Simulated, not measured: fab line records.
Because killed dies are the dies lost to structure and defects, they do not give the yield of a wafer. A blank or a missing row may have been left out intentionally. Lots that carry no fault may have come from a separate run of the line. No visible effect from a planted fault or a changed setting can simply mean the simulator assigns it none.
Matching of chambers + flow n5 finfet + 4 sister chambers for N5_BEOL_M10_DESCUM_16 on rie diel-05
The step chemistry O2, time 7.9 s. 4 wafers are shown with their chamber, then 9 later ones without.

== WAFERS WITH THEIR CHAMBER ==
| wafer  | chamber | throttle valve pct (%) |
|--------|---------|------------------------|
| L084.3 | 2       | 20.38                  |
| L087.1 | 3       | 20.17                  |
| L087.4 | 1       | 19.86                  |
| L087.5 | 0       | 20.20                  |

== WAFERS WITHOUT THEIR CHAMBER ==
| wafer  | throttle valve pct (%) |
|--------|------------------------|
| L091.2 | 20.40                  |
| L091.5 | 20.42                  |
| L091.6 | 19.86                  |
| L095.1 | 20.39                  |
| L095.3 | 19.87                  |
| L095.4 | 20.23                  |
| L096.3 | 20.17                  |
| L096.4 | 20.42                  |
| L096.6 | 20.41                  |

== WHICH CHAMBER EACH WENT THROUGH ==
| wafer  | from the rows above     | in truth |
|--------|-------------------------|----------|
| L091.2 | 2                       | 2        |
| L091.5 | 2                       | 2        |
| L091.6 | 1                       | 1        |
| L095.1 | 2                       | 2        |
| L095.3 | 1                       | 1        |
| L095.4 | can't be placed: 0 or 3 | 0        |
| L096.3 | can't be placed: 3 or 0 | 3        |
| L096.4 | 2                       | 2        |
| L096.6 | 2                       | 2        |
7 of 9 placed correctly. Can't be placed from these rows: 2 (the true chamber is among the candidates in 2). Number placed wrongly: 0.
How it was worked out, from the rows above alone: a wafer's distance from a chamber is the root of the sum, over the readings, of the square of ((its reading less the chamber's mean) divided by the reading's scatter). If the next closest chamber is less than 2 further off than the closest, the wafer can't be placed; otherwise it belongs to the closest. Each chamber's mean is taken over the wafers shown for it. The scatter (one wafer shown for each chamber): square how far every hidden wafer sits from the nearest shown wafer, average those squares and take the square root.
